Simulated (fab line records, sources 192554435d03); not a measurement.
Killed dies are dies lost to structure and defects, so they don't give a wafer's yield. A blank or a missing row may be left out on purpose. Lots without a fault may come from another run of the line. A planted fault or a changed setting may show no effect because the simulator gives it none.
Chamber matching | flow n5_finfet | N5_MIM_BOT_ETCH_ETCH_04 on rie_diel-02: 4 sister chambers
The step etches SiNx in CF4/O2, target depth 26 nm, time 13 s. 14 wafers are shown with their chamber, then 7 later ones without.

WAFERS WITH THEIR CHAMBER
wafer  | chamber | drypump_motor_current_A (A) | showerhead_plenum_p_Torr (Torr) | oes_product_au (a.u.)
L530.2 | 1       | 4.7                         | 2.21                            | 0.79
L530.3 | 2       | 5.5                         | 2.18                            | 0.70
L530.4 | 3       | 5.1                         | 2.27                            | 0.71
L532.2 | 2       | 5.5                         | 2.18                            | 0.71
L532.3 | 1       | 4.6                         | 2.21                            | 0.79
L532.5 | 2       | 5.5                         | 2.18                            | 0.70
L535.2 | 2       | 5.5                         | 2.18                            | 0.70
L535.5 | 1       | 4.7                         | 2.20                            | 0.77
L535.6 | 0       | 5.7                         | 2.25                            | 0.94
L543.2 | 2       | 5.5                         | 2.17                            | 0.68
L543.4 | 1       | 4.7                         | 2.20                            | 0.75
L543.5 | 0       | 5.6                         | 2.24                            | 0.90
L549.1 | 1       | 4.7                         | 2.20                            | 0.74
L549.3 | 0       | 5.7                         | 2.24                            | 0.89

SIGNATURES (means of the wafers above)
reading                  | chamber 0 | chamber 1 | chamber 2 | chamber 3 | scatter within a chamber
drypump_motor_current_A  | 5.667     | 4.680     | 5.500     | 5.100     | 0.0383
showerhead_plenum_p_Torr | 2.2433    | 2.2040    | 2.1780    | 2.2700    | 0.00516
oes_product_au           | 0.9100    | 0.7680    | 0.6980    | 0.7100    | 0.0199
Rule: a wafer's distance from a chamber is the root of the sum, over the readings, of the square of ((its reading less the chamber's mean) divided by the reading's scatter). The wafer belongs to the nearest chamber; if the next one is less than 2 further off, it can't be placed. The scatter: the root of (the sum of the squares of (reading less its chamber's mean) over the shown wafers, divided by (wafers less chambers)).

WAFERS WITHOUT THEIR CHAMBER
wafer  | drypump_motor_current_A (A) | showerhead_plenum_p_Torr (Torr) | oes_product_au (a.u.)
L549.6 | 5.5                         | 2.17                            | 0.68
L547.1 | 5.6                         | 2.24                            | 0.88
L547.3 | 5.5                         | 2.17                            | 0.67
L547.6 | 4.7                         | 2.19                            | 0.75
L552.4 | 4.7                         | 2.19                            | 0.72
L552.5 | 5.1                         | 2.25                            | 0.96
L552.6 | 5.7                         | 2.23                            | 0.84

WHICH CHAMBER EACH WENT THROUGH
wafer  | from the rows above     | in truth
L549.6 | 2                       | 2
L547.1 | 0                       | 0
L547.3 | 2                       | 2
L547.6 | 1                       | 1
L552.4 | 1                       | 1
L552.5 | can't be placed: 3 or 0 | 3
L552.6 | 0                       | 0
Placed correctly: 6 of 7. Can't be placed from these rows: 1 (the true chamber is among the candidates in 1). Placed wrongly: 0.
